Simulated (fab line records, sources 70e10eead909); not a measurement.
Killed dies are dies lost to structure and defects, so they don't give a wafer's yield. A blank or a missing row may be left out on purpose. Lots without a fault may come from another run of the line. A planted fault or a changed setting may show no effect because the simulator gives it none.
fab line records | flow nand_harc
record lots=24 wafers=72 last_day=24
route steps=1159 shown P_M1@303 P_M2@350 P_BONDPAD@372 A_ZERO_WELL@412
lots that met no fault: from a run of the same line without faults
start_h: hours from the record's first day to the start of the lot's first wafer shown | wait_h: hours since the lot's step before | " the same as in the row above | L1.1+2: a row that stands for several wafers | - no value, or no start given | * or withheld: withheld | < > ~ a bound
route shown NAME@n: a module of which the file shows steps, and the number in the route of the first | usual: mean/standard deviation of fault-free wafers | same: alike in all rows | chamber/n: place in a boat | sites: the reading at each site | _std_site: their standard deviation | _edge_site: outer sites' mean less inner sites' | radius_mm: how far each site lies from the wafer's centre | mask NAME#n: copy n | behind: the tool/chamber that last shaped the wafer | hold: why the lot was held/for how many hours/how that ended | device: the transistor (n, p or np) that didn't switch | end of line: the same wafers' tests at the end of the route | a step without rows: its recipe alone | killed: dies lost to structure and defects at the first sort, not the wafer's yield | map: a wafer's dies, x killed, . not, _ none there
set.NAME: the setting as run; set.NAME@STEP: as run at that earlier step | model.NAME: the simulator's own value behind a step, which no gauge read
steps of the route over a sample of lots; a table a step, a row a wafer
services: from which hour (start_h, from the record's first day; less than 0 if before it) a tool's chamber was out of use, for how many hours, and why
## steps
# step NHARC_P_M1_ETCH_28
# recipe target_depth_a=300 over_etch_frac=0.3 time_s=72.99 ion_energy_ev=150 cf4_flow_sccm=50 n2_flow_sccm=100 ar_flow_sccm=150 rf_w=300 bias_w=100 chemistry=CF4/N2
# usual drypump_motor_current_A=5.7/0.49 oes_product_au=0.998/0.013 rf_fwd_power_W=297.8/1.5 rf_vpp_V=314.0/1.8 showerhead_plenum_p_Torr=2.62/0.1 throttle_valve_pct=19.794/0.0086
# columns lot.wafer tool chamber start_h wait_h drypump_motor_current_A oes_product_au rf_fwd_power_W rf_hours_counter_h rf_vpp_V showerhead_plenum_p_Torr throttle_valve_pct
L075.1 rie_diel-13 1 - - 5.2 0.969 299.3 0 313.1 2.56 19.802
L075.4 " 3 " " 5.1 1.008 297.7 0 314.5 2.64 19.801
L075.6 " 1 " " 5.2 0.977 298.5 - 311.6 2.56 19.792
L074.4 rie_diel-13 2 - - 5.3 0.998 297.2 0 317.5 2.80 19.786
L074.1 " 3 " " 5.1 1.012 295.9 1 314.6 2.64 19.795
L074.2 " 1 " " 5.2 0.961 298.4 0 313.1 2.56 19.794
L077.4 rie_diel-01 0 - - 5.2 1.010 297.4 12 315.7 2.68 19.784
L077.5 " 1 " " 5.5 0.993 299.2 - 313.9 2.52 19.800
L077.6 " 2 " " 6.6 0.989 297.7 - 314.1 2.63 19.792
L078.2 rie_diel-08 3 - - 6.4 0.998 296.8 0 313.4 2.66 19.801
L078.4 " 1 " " 5.4 1.022 294.9 1 313.2 2.52 19.797
L078.6 " 3 " " 6.4 1.016 298.7 - 314.3 2.66 19.801
L076.1 rie_diel-08 3 - - 6.4 0.999 299.0 1 316.1 2.66 19.794
L076.4 " 0 " " 5.8 0.995 298.5 2 315.5 2.75 19.781
L076.6 " 0 " " 5.8 0.998 299.1 - 316.7 2.75 19.813
L080.3 rie_diel-08 0 - - 5.8 0.993 297.3 2 315.7 2.75 19.791
L080.4 " 1 " " 5.3 1.019 294.7 2 311.8 2.52 19.786
L080.6 " 3 " " 6.4 1.005 298.7 - 314.1 2.66 19.789
L079.4 rie_diel-08 1 - - 5.4 1.016 296.7 2 312.9 2.52 19.785
L079.3 " 2 " " 6.2 1.000 297.8 2 311.0 2.47 19.794
L079.5 " 0 " " 5.8 0.998 299.2 - 315.4 2.75 19.807
L081.4 rie_diel-01 2 - - 6.6 0.981 296.5 1 314.3 2.63 19.802
L081.1 " 1 " " 5.5 0.989 299.5 1 312.0 2.52 19.792
L081.5 " 3 " " 5.5 1.001 297.4 - 313.1 2.56 19.799
L082.1 rie_diel-01 2 - - 6.6 0.996 297.9 1 314.2 2.63 19.799
L082.5 " 0 " " 5.2 1.013 299.9 - 314.5 2.68 19.796
L082.6 " 1 " " 5.5 0.995 300.3 - 313.3 2.52 19.782
L083.4 rie_diel-08 3 - - 6.4 0.996 299.0 2 316.6 2.66 19.797
L083.3 " 0 " " 5.8 0.993 298.4 3 316.7 2.75 19.785
L083.5 " 2 " " 6.2 0.995 298.2 - 310.9 2.47 19.805
L085.2 rie_diel-01 2 - - 6.6 0.988 297.7 2 313.3 2.63 19.803
L085.4 " 0 " " 5.1 1.031 297.1 3 316.6 2.68 19.788
L085.6 " 2 " " 6.6 0.987 296.7 - 313.0 2.63 19.803
L084.4 rie_diel-01 3 - - 5.5 0.999 296.9 2 312.6 2.56 19.806
L084.1 " 0 " " 5.2 1.019 298.3 3 316.0 2.68 19.795
L084.5 " 1 " " 5.5 0.986 298.3 - 312.3 2.52 19.797
L087.2 rie_diel-01 3 - - 5.6 0.995 299.9 3 313.1 2.56 19.785
L087.5 " 3 " " 5.6 0.999 299.3 - 314.4 2.56 19.790
L087.6 " 0 " " 5.2 1.019 297.8 - 314.8 2.68 19.800
L086.2 rie_diel-13 0 - - 5.9 0.983 300.0 2 314.9 2.71 19.792
L086.5 " 0 " " 5.9 0.989 298.7 - 315.1 2.71 19.789
L086.6 " 1 " " 5.2 0.976 299.4 - 313.2 2.56 19.798
L088.4 rie_diel-01 0 - - 5.2 1.017 297.4 5 313.7 2.68 19.800
L088.2 " 3 " " 5.6 0.996 297.1 4 314.4 2.56 19.783
L088.5 " 0 " " 5.2 1.021 298.7 - 313.5 2.68 19.800
L089.1 rie_diel-08 3 - - 6.4 0.992 298.9 5 314.7 2.66 19.818
L089.4 " 0 " " 5.8 0.996 297.6 7 315.5 2.75 19.785
L089.5 " 1 " " 5.3 1.009 295.0 - 311.3 2.52 19.787
L090.2 rie_diel-13 3 - - 5.1 1.000 296.3 3 315.2 2.64 19.797
L090.1 " 1 " " 5.2 0.980 299.0 3 312.6 2.56 19.793
L090.5 " 3 " " 5.1 1.010 296.9 - 315.3 2.64 19.811
L091.4 rie_diel-13 2 - - 5.3 1.001 295.7 3 316.9 2.80 19.792
L091.3 " 3 " " 5.1 0.995 297.7 3 314.3 2.64 19.797
L091.5 " 0 " " 5.9 0.973 297.6 - 314.8 2.71 19.793
L093.3 rie_diel-08 3 - - 6.4 0.993 298.8 5 313.4 2.66 19.775
L093.6 " 2 " " 6.2 1.006 299.6 - 312.1 2.47 19.784
L093.5 " 3 " " 6.4 0.993 298.4 - 315.9 2.66 19.790
L092.3 rie_diel-13 2 - - 5.3 0.999 296.0 3 316.6 2.80 19.771
L092.4 " 0 " " 5.8 0.981 300.5 3 314.9 2.71 19.785
L092.6 " 3 " " 5.1 1.011 295.6 - 314.7 2.64 19.776
L094.2 rie_diel-08 3 - - 6.4 0.983 298.8 6 314.5 2.66 19.787
L094.3 " 2 " " 6.2 0.991 297.6 8 311.5 2.47 19.794
L094.4 " 1 " " 5.3 1.001 295.3 - 311.5 2.52 19.788
L095.4 rie_diel-08 2 - - 6.2 1.002 299.6 9 311.5 2.47 19.785
L095.3 " 0 " " 5.8 1.001 298.3 8 317.2 2.75 19.792
L095.6 " 1 " " 5.4 1.012 295.1 - 312.6 2.52 19.800
L096.4 rie_diel-08 0 - - 5.8 1.003 298.9 8 315.7 2.75 19.785
L096.3 " 1 " " 5.4 1.009 294.7 8 311.7 2.52 19.814
L096.5 " 0 " " 5.8 0.999 298.3 - 316.2 2.75 19.789
L097.3 rie_diel-08 3 - - 6.4 0.981 299.8 6 315.0 2.66 19.782
L097.5 " 0 " " 5.8 1.009 299.2 - 316.3 2.75 19.796
L097.6 " 1 " " 5.4 0.999 294.4 - 313.7 2.52 19.795
# step NHARC_P_M1_DEP_33
# recipe target_thk_a=300 temp_c=370 target_thk_nm=30 pressure_torr=3 flow_sccm=200 rf_w=450 material=SiCN
# usual heater_power_w=569/79 rf_fwd_power_W=449.0/1.4
# columns lot.wafer tool chamber start_h wait_h heater_power_w rf_fwd_power_W
L075.1 pecvd-03 1 126.41 0.1 613 451.5
L075.6 " 1 " " 619 449.3
L075.4 " 2 " " 717 447.7
L074.1 pecvd-04 1 127.08 0.1 604 448.4
L074.2 " 2 " " 491 447.7
L074.4 " 1 " " 597 446.7
L077.6 pecvd-04 1 139.93 0.2 615 449.7
L077.5 " 2 " " 561 448.7
L077.4 " 0 " " 532 449.1
L078.2 pecvd-03 1 144.62 0.1 736 452.3
L078.6 " 2 " " 779 445.9
L078.4 " 1 " " 579 449.7
L076.1 pecvd-04 1 148.20 0.1 560 450.1
L076.4 " 1 " " 557 450.1
L076.6 " 2 " " 590 449.0
L080.3 pecvd-03 0 151.27 0.1 642 447.0
L080.4 " 0 " " 657 448.4
L080.6 " 1 " " 663 448.7
L079.3 pecvd-04 0 152.01 0.1 530 448.4
L079.4 " 0 " " 544 451.2
L079.5 " 2 " " 590 448.9
L081.1 pecvd-03 0 168.67 0.1 607 448.1
L081.4 " 1 " " 607 450.1
L081.5 " 2 " " 712 446.7
L082.1 pecvd-02 1 169.99 0.1 531 450.9
L082.5 " 0 " " 553 450.6
L082.6 " 2 " " 527 449.4
L083.3 pecvd-02 2 170.63 0.1 442 448.3
L083.4 " 1 " " 558 447.6
L083.5 " 2 " " 450 451.8
L085.2 pecvd-04 2 184.34 0.1 526 449.3
L085.4 " 1 " " 506 450.7
L085.6 " 0 " " 535 449.8
L084.1 pecvd-02 0 184.86 0.1 487 447.0
L084.5 " 1 " " 508 447.2
L084.4 " 2 " " 510 446.5
L087.2 pecvd-02 1 201.80 0.1 488 448.6
L087.6 " 1 " " 506 448.0
L087.5 " 2 " " 473 448.4
L086.2 pecvd-02 0 202.94 0.1 492 449.3
L086.5 " 1 " " 559 450.5
L086.6 " 0 " " 502 449.5
L088.2 pecvd-03 1 220.60 0.1 732 448.7
L088.5 " 2 " " 783 449.2
L088.4 " 1 " " 710 452.4
L089.1 pecvd-02 1 221.47 0.1 486 448.9
L089.4 " 0 " " 554 448.5
L089.5 " 1 " " 495 447.7
L090.2 pecvd-03 2 222.04 0.1 782 450.1
L090.1 " 0 " " 587 447.4
L090.5 " 2 " " 773 449.3
L091.3 pecvd-03 2 228.40 0.1 648 450.1
L091.4 " 2 " " 640 448.7
L091.5 " 0 " " 601 449.1
L093.3 pecvd-02 0 228.76 0.1 533 448.1
L093.5 " 1 " " 532 446.1
L093.6 " 2 " " 510 448.4
L092.3 pecvd-04 2 229.16 0.1 456 448.3
L092.4 " 1 " " 600 448.9
L092.6 " 2 " " 441 451.0
L094.3 pecvd-02 1 243.83 0.1 549 447.4
L094.2 " 2 " " 464 449.2
L094.4 " 0 " " 513 450.1
L095.3 pecvd-02 1 246.35 0.1 479 448.1
L095.4 " 1 " " 492 449.1
L095.6 " 2 " " 491 450.9
L096.3 pecvd-02 1 254.33 0.1 583 449.7
L096.5 " 0 " " 488 450.5
L096.4 " 1 " " 577 450.9
L097.3 pecvd-03 0 262.69 0.2 582 449.5
L097.6 " 0 " " 610 449.6
L097.5 " 2 " " 690 449.6
# step NHARC_P_M2_DEP_33
# recipe target_thk_a=300 temp_c=370 target_thk_nm=30 pressure_torr=3 flow_sccm=200 rf_w=450 material=SiCN
# usual heater_power_w=592/84 rf_fwd_power_W=449.1/1.3
# columns lot.wafer tool chamber start_h wait_h heater_power_w rf_fwd_power_W
L075.1 pecvd-03 0 130.76 0.1 597 449.6
L075.4 " 0 " " 591 447.7
L075.6 " 1 " " 608 448.8
L074.1 pecvd-03 2 131.29 0.1 672 447.3
L074.2 " 1 " " 733 450.0
L074.4 " 2 " " 697 450.1
L077.5 pecvd-02 0 143.96 0.2 507 451.5
L077.4 " 1 " " 552 447.7
L077.6 " 2 " " 551 447.7
L078.2 pecvd-04 1 148.98 0.1 519 449.6
L078.6 " 0 " " 452 448.4
L078.4 " 1 " " 563 450.7
L076.1 pecvd-04 1 152.50 0.1 497 449.8
L076.6 " 0 " " 505 448.5
L076.4 " 2 " " 537 447.7
L080.3 pecvd-03 2 155.72 0.1 689 450.2
L080.6 " 1 " " 729 451.7
L080.4 " 2 " " 663 449.1
L079.3 pecvd-04 1 156.25 0.1 598 449.4
L079.4 " 1 " " 579 450.1
L079.5 " 2 " " 569 447.8
L081.1 pecvd-03 0 173.27 0.1 590 449.7
L081.5 " 2 " " 747 449.1
L081.4 " 0 " " 594 448.4
L082.1 pecvd-02 2 174.22 0.1 467 451.3
L082.5 " 0 " " 560 447.5
L082.6 " 2 " " 486 450.3
L083.3 pecvd-04 2 174.80 0.1 527 448.7
L083.4 " 0 " " 490 447.4
L083.5 " 1 " " 514 449.2
L085.2 pecvd-03 0 188.54 0.1 627 448.5
L085.6 " 2 " " 642 448.6
L085.4 " 1 " " 628 445.4
L084.1 pecvd-04 1 189.06 0.1 629 447.4
L084.5 " 2 " " 518 449.5
L084.4 " 0 " " 494 447.9
L087.2 pecvd-03 0 206.12 0.1 656 448.7
L087.5 " 0 " " 648 452.9
L087.6 " 1 " " 724 448.8
L086.2 pecvd-03 1 207.15 0.1 724 447.6
L086.5 " 0 " " 618 448.0
L086.6 " 1 " " 713 447.7
L088.2 pecvd-04 1 225.22 0.1 576 448.4
L088.5 " 1 " " 576 449.4
L088.4 " 2 " " 518 447.3
L089.1 pecvd-03 2 225.77 0.1 717 448.2
L089.5 " 2 " " 699 448.7
L089.4 " 1 " " 634 448.2
L090.2 pecvd-04 1 226.24 0.1 575 449.9
L090.1 " 2 " " 546 451.0
L090.5 " 2 " " 543 451.9
L091.3 pecvd-02 1 232.63 0.1 542 448.6
L091.5 " 1 " " 551 448.2
L091.4 " 2 " " 474 448.3
L093.3 pecvd-04 1 232.95 0.1 547 447.8
L093.5 " 1 " " 546 450.0
L093.6 " 0 " " 576 450.2
L092.3 pecvd-03 2 233.35 0.1 747 451.4
L092.4 " 2 " " 775 450.4
L092.6 " 1 " " 733 450.7
L094.3 pecvd-02 1 248.04 0.1 574 448.2
L094.2 " 2 " " 505 449.9
L094.4 " 1 " " 565 449.6
L095.3 pecvd-02 0 250.91 0.1 559 447.4
L095.4 " 2 " " 536 450.9
L095.6 " 0 " " 556 449.6
L096.3 pecvd-03 1 258.71 0.1 706 452.4
L096.4 " 0 " " 575 449.6
L096.5 " 1 " " 726 448.9
L097.3 pecvd-02 2 267.16 0.1 535 449.2
L097.5 " 0 " " 507 449.6
L097.6 " 1 " " 507 449.3
# step NHARC_P_BONDPAD_ETCH_24
# recipe target_depth_a=300 over_etch_frac=0.3 time_s=72.99 ion_energy_ev=150 cf4_flow_sccm=50 n2_flow_sccm=100 ar_flow_sccm=150 rf_w=300 bias_w=100 chemistry=CF4/N2
# usual drypump_motor_current_A=5.83/0.27 oes_product_au=0.999/0.008 rf_fwd_power_W=297.2/1.2 rf_vpp_V=314.5/1.8 showerhead_plenum_p_Torr=2.65/0.11 throttle_valve_pct=19.795/0.0094
# columns lot.wafer tool chamber start_h wait_h drypump_motor_current_A oes_product_au rf_fwd_power_W rf_hours_counter_h rf_vpp_V showerhead_plenum_p_Torr throttle_valve_pct
L075.1 rie_diel-02 0 - - 5.67 1.001 296.4 14 311.4 2.47 19.797
L075.4 " 1 " " 5.86 1.001 297.1 13 315.5 2.74 19.785
L075.6 " 1 " " 5.84 0.998 296.9 - 315.6 2.74 19.801
L074.2 rie_diel-02 3 - - 5.73 0.997 297.9 14 316.8 2.75 19.789
L074.1 " 0 " " 5.72 1.004 295.2 14 311.6 2.47 19.812
L074.4 " 1 " " 5.84 1.000 298.4 14 315.4 2.74 19.802
L077.4 rie_diel-07 0 - - 6.47 1.005 294.3 30 313.7 2.54 19.803
L077.5 " 1 " " 5.75 1.016 296.4 - 313.2 2.50 19.790
L077.6 " 2 " " 5.79 0.992 297.0 - 315.5 2.75 19.786
L078.4 rie_diel-07 2 - - 5.75 0.990 297.1 33 316.7 2.75 19.793
L078.2 " 1 " " 5.72 1.008 295.9 30 312.5 2.50 19.803
L078.6 " 3 " " 6.37 1.015 294.5 - 313.9 2.70 19.797
L076.1 rie_diel-09 3 - - 6.37 0.993 298.6 23 314.9 2.69 19.792
L076.4 " 0 " " 4.85 0.994 297.7 25 313.2 2.63 19.788
L076.6 " 3 " " 6.37 0.996 298.5 - 315.7 2.69 19.798
L080.3 rie_diel-09 0 - - 4.83 0.993 295.8 26 313.7 2.63 19.806
L080.4 " 1 " " 5.74 1.008 296.8 26 314.3 2.69 19.793
L080.6 " 0 " " 4.84 0.999 297.3 - 314.4 2.63 19.789
L079.4 rie_diel-07 3 - - 6.33 1.003 297.0 38 312.9 2.70 19.808
L079.3 " 1 " " 5.73 1.005 297.2 33 312.1 2.50 19.779
L079.5 " 0 " " 6.59 0.994 296.7 - 312.9 2.54 19.783
L081.4 rie_diel-02 2 - - 5.87 0.996 298.3 1 314.2 2.65 19.793
L081.1 " 3 " " 5.69 1.000 297.9 1 316.6 2.74 19.810
L081.5 " 1 " " 5.88 1.002 297.7 - 316.6 2.74 19.812
L082.1 rie_diel-02 3 - - 5.67 0.998 300.4 1 317.3 2.74 19.795
L082.5 " 0 " " 5.67 1.008 296.7 - 310.8 2.47 19.793
L082.6 " 1 " " 5.88 0.994 297.4 - 315.5 2.73 19.817
L083.4 rie_diel-02 0 - - 5.69 1.008 296.4 1 312.7 2.47 19.816
L083.3 " 2 " " 5.79 0.982 298.8 2 313.5 2.65 19.816
L083.5 " 0 " " 5.69 1.001 295.6 - 312.4 2.47 19.800
L085.4 rie_diel-07 3 - - 6.39 0.989 297.0 50 315.2 2.69 19.800
L085.2 " 1 " " 5.77 1.005 295.3 42 314.0 2.49 19.782
L085.6 " 3 " " 6.35 1.001 295.8 - 315.6 2.69 19.797
L084.4 rie_diel-02 3 - - 5.72 0.998 297.2 2 317.3 2.74 19.791
L084.1 " 0 " " 5.68 0.997 296.9 2 311.2 2.47 19.803
L084.5 " 2 " " 5.85 0.975 297.1 - 313.1 2.65 19.799
L087.2 rie_diel-02 0 - - 5.67 1.016 298.4 4 311.8 2.46 19.801
L087.5 " 2 " " 5.78 0.997 299.0 - 314.3 2.65 19.800
L087.6 " 3 " " 5.70 0.999 297.7 - 316.5 2.74 19.809
L086.2 rie_diel-02 2 - - 5.81 0.996 300.9 5 313.9 2.65 19.798
L086.6 " 0 " " 5.69 1.002 296.0 - 312.0 2.47 19.786
L086.5 " 1 " " 5.84 0.999 296.4 - 316.5 2.73 19.793
L088.2 rie_diel-02 1 - - 5.84 0.989 296.5 7 315.6 2.73 19.789
L088.4 " 0 " " 5.72 0.995 295.8 7 312.2 2.46 19.795
L088.5 " 2 " " 5.84 0.997 298.1 - 316.6 2.65 19.785
L089.1 rie_diel-02 1 - - 5.88 1.001 295.9 7 316.6 2.73 19.805
L089.4 " 3 " " 5.71 1.001 299.2 7 315.5 2.74 19.790
L089.5 " 0 " " 5.70 1.017 296.4 - 311.2 2.46 19.789
L090.1 rie_diel-02 1 - - 5.84 1.004 296.0 7 315.5 2.73 19.796
L090.2 " 2 " " 5.83 0.991 296.5 7 313.1 2.65 19.787
L090.5 " 1 " " 5.84 0.999 296.1 - 315.2 2.73 19.797
L091.3 rie_diel-02 0 - - 5.68 1.017 296.3 7 312.5 2.46 19.799
L091.4 " 1 " " 5.86 0.992 295.8 7 316.1 2.73 19.791
L091.5 " 2 " " 5.79 0.986 297.9 - 314.9 2.65 19.802
L093.3 rie_diel-02 3 - - 5.74 1.000 298.7 8 316.5 2.74 19.780
L093.5 " 2 " " 5.80 0.994 297.7 - 312.8 2.65 19.805
L093.6 " 3 " " 5.71 1.005 298.7 - 315.7 2.74 19.810
L092.4 rie_diel-02 1 - - 5.84 0.999 296.0 7 316.6 2.73 19.806
L092.3 " 2 " " 5.84 0.990 297.1 8 314.2 2.65 19.792
L092.6 " 0 " " 5.70 1.002 297.7 - 312.0 2.46 19.783
L094.3 rie_diel-02 3 - - 5.70 1.001 298.0 9 315.8 2.74 19.799
L094.2 " 0 " " 5.66 0.999 298.0 9 310.1 2.46 19.796
L094.4 " 1 " " 5.84 0.996 297.0 8 315.5 2.73 19.795
L095.3 rie_diel-02 1 - - 5.81 1.004 296.5 8 315.4 2.73 19.790
L095.4 " 0 " " 5.69 1.006 294.8 9 311.9 2.46 19.789
L095.6 " 2 " " 5.84 1.008 299.0 - 314.7 2.65 19.806
L096.3 rie_diel-02 2 261.40 0.2 5.76 0.997 297.5 10 316.3 2.64 19.795
L096.5 " 3 " " 5.73 0.997 298.2 - 315.2 2.74 19.798
L096.4 " 2 " " 5.79 1.001 298.2 - 313.2 2.64 19.795
L097.3 rie_diel-02 1 - - 5.80 0.994 294.7 9 315.2 2.73 19.790
L097.6 " 0 " " 5.68 1.004 298.0 - 311.9 2.46 19.810
L097.5 " 1 " " 5.80 1.003 295.6 - 316.4 2.73 19.822
# step NHARC_P_BONDPAD_ANNEAL_28
# recipe temp_c=225 time_s=90
# usual wafer_temp_C_max=226.1/0.38
# columns lot.wafer tool chamber start_h wait_h wafer_temp_C_max
L075.1 rtp_anneal-01 0 134.20 0.3 225.8
L075.4 " 0 " " 225.4
L075.6 " 0 " " 225.9
L074.1 rtp_anneal-01 0 134.84 - 225.8
L074.2 " 0 " " 226.3
L074.4 " 0 " " 225.7
L077.4 rtp_anneal-01 0 147.60 0.4 225.8
L077.5 " 0 " " 225.5
L077.6 " 0 " " 225.8
L078.2 rtp_anneal-01 0 152.53 - 225.7
L078.4 " 0 " " 226.0
L078.6 " 0 " " 225.9
L076.1 rtp_anneal-02 0 156.00 - 226.4
L076.4 " 0 " " 227.2
L076.6 " 0 " " 226.6
L080.3 rtp_anneal-02 0 159.11 0.3 226.6
L080.4 " 0 " " 226.4
L080.6 " 0 " " 226.6
L079.3 rtp_anneal-02 0 159.99 0.3 226.3
L079.4 " 0 " " 226.3
L079.5 " 0 " " 226.4
L081.1 rtp_anneal-01 0 176.66 0.3 225.9
L081.4 " 0 " " 225.9
L081.5 " 0 " " 225.9
L082.1 rtp_anneal-01 0 177.54 0.3 225.7
L082.5 " 0 " " 226.2
L082.6 " 0 " " 226.1
L083.3 rtp_anneal-01 0 178.35 0.3 225.9
L083.4 " 0 " " 225.7
L083.5 " 0 " " 226.2
L085.2 rtp_anneal-01 0 192.07 - 226.2
L085.4 " 0 " " 226.0
L085.6 " 0 " " 226.0
L084.1 rtp_anneal-01 0 192.57 - 226.2
L084.4 " 0 " " 226.1
L084.5 " 0 " " 226.0
L087.2 rtp_anneal-01 0 210.08 - 225.6
L087.5 " 0 " " 225.9
L087.6 " 0 " " 225.4
L086.2 rtp_anneal-01 0 210.59 0.4 226.3
L086.5 " 0 " " 225.6
L086.6 " 0 " " 226.1
L088.2 rtp_anneal-01 0 228.78 - 225.5
L088.4 " 0 " " 225.7
L088.5 " 0 " " 225.5
L089.1 rtp_anneal-01 0 229.37 - 225.8
L089.4 " 0 " " 225.7
L089.5 " 0 " " 226.0
L090.1 rtp_anneal-02 0 229.91 0.4 226.4
L090.2 " 0 " " 226.7
L090.5 " 0 " " 226.5
L091.3 rtp_anneal-02 0 236.22 0.3 226.3
L091.4 " 0 " " 226.6
L091.5 " 0 " " 226.7
L093.3 rtp_anneal-02 0 236.68 0.3 226.4
L093.5 " 0 " " 226.4
L093.6 " 0 " " 226.4
L092.3 rtp_anneal-01 0 237.13 0.3 226.0
L092.4 " 0 " " 225.7
L092.6 " 0 " " 226.0
L094.2 rtp_anneal-02 0 251.63 0.4 226.4
L094.3 " 0 " " 225.9
L094.4 " 0 " " 226.3
L095.3 rtp_anneal-01 0 254.55 - 225.5
L095.4 " 0 " " 226.1
L095.6 " 0 " " 225.5
L096.3 rtp_anneal-01 0 262.63 - 226.3
L096.4 " 0 " " 225.9
L096.5 " 0 " " 225.9
L097.3 rtp_anneal-02 0 270.71 - 226.6
L097.5 " 0 " " 226.4
L097.6 " 0 " " 226.1
# step NHARC_A_ZERO_WELL_INSPECT_17
# usual raw_defect_count=12/6.3
# columns lot.wafer tool chamber start_h wait_h raw_defect_count
L075.1 defect_inspect-01 - 137.76 0.2 8
L075.4 " - " " 14
L075.6 " - " " 8
L074.1 defect_inspect-02 - 138.53 0.2 9
L074.2 " - " " 17
L074.4 " - " " 8
L077.4 defect_inspect-02 - 151.55 0.1 4
L077.5 " - " " 11
L077.6 " - " " 9
L078.2 defect_inspect-02 - 156.07 0.1 19
L078.4 " - " " 7
L078.6 " - " " 8
L076.1 defect_inspect-01 - 159.91 0.2 19
L076.4 " - " " 16
L076.6 " - " " 1
L080.3 defect_inspect-01 - 162.95 0.1 19
L080.4 " - " " 15
L080.6 " - " " 12
L079.3 defect_inspect-02 - 163.77 0.1 10
L079.4 " - " " 6
L079.5 " - " " 6
L081.1 defect_inspect-02 - 180.20 0.2 8
L081.4 " - " " 7
L081.5 " - " " 8
L082.1 defect_inspect-02 - 181.18 0.2 9
L082.5 " - " " 9
L082.6 " - " " 6
L083.3 defect_inspect-02 - 181.86 0.1 28
L083.4 " - " " 11
L083.5 " - " " 13
L085.2 defect_inspect-02 - 195.68 0.1 13
L085.4 " - " " 46
L085.6 " - " " 13
L084.1 defect_inspect-01 - 196.24 0.2 10
L084.4 " - " " 12
L084.5 " - " " 17
L087.2 defect_inspect-02 - 213.71 0.1 4
L087.5 " - " " 12
L087.6 " - " " 12
L086.2 defect_inspect-02 - 214.19 0.1 3
L086.5 " - " " 12
L086.6 " - " " 11
L088.2 defect_inspect-02 - 232.46 0.1 11
L088.4 " - " " 15
L088.5 " - " " 8
L089.1 defect_inspect-02 - 232.92 0.2 8
L089.4 " - " " 10
L089.5 " - " " 18
L090.1 defect_inspect-02 - 233.64 0.2 12
L090.2 " - " " 10
L090.5 " - " " 7
L091.3 defect_inspect-02 - 239.75 0.1 5
L091.4 " - " " 4
L091.5 " - " " 12
L093.3 defect_inspect-02 - 240.27 0.1 6
L093.5 " - " " 18
L093.6 " - " " 13
L092.3 defect_inspect-02 - 240.79 0.1 5
L092.4 " - " " 11
L092.6 " - " " 6
L094.2 defect_inspect-02 - 255.29 0.1 9
L094.3 " - " " 16
L094.4 " - " " 8
L095.3 defect_inspect-01 - 258.11 0.1 9
L095.4 " - " " 16
L095.6 " - " " 10
L096.3 defect_inspect-01 - 266.22 0.1 5
L096.4 " - " " 8
L096.5 " - " " 6
L097.3 defect_inspect-02 - 274.36 0.1 14
L097.5 " - " " 10
L097.6 " - " " 14
## services
# columns tool chamber start_h hours kind
rie_diel-08 0 101.31 3.7 repair
rie_diel-01 0 108.72 17.7 repair
pecvd-03 - 111.02 13.0 pm
rie_diel-08 - 124.81 9.0 pm
rie_diel-01 - 134.60 1.0 repair
rie_diel-01 - 137.80 9.0 pm
rie_diel-13 - 144.04 0.3 repair
rie_diel-02 - 150.70 9.0 pm
rie_diel-01 2 151.45 9.2 repair
pecvd-02 - 153.15 13.0 pm
rie_diel-13 - 171.83 0.7 repair
pecvd-04 - 195.11 13.0 pm
pecvd-03 0 199.42 6.3 repair
rie_diel-08 1 205.09 8.1 repair
rie_diel-08 3 208.89 9.3 repair
rie_diel-02 - 215.47 0.5 repair
rie_diel-08 3 229.92 1.3 repair
rie_diel-13 - 232.58 0.3 repair
rie_diel-08 0 240.69 1.9 repair
rie_diel-02 2 245.83 1.2 repair
rie_diel-02 1 248.31 1.5 repair
rie_diel-13 2 250.93 8.0 repair
rie_diel-02 1 259.32 3.5 repair
pecvd-03 1 261.52 1.9 repair
## key
fault none
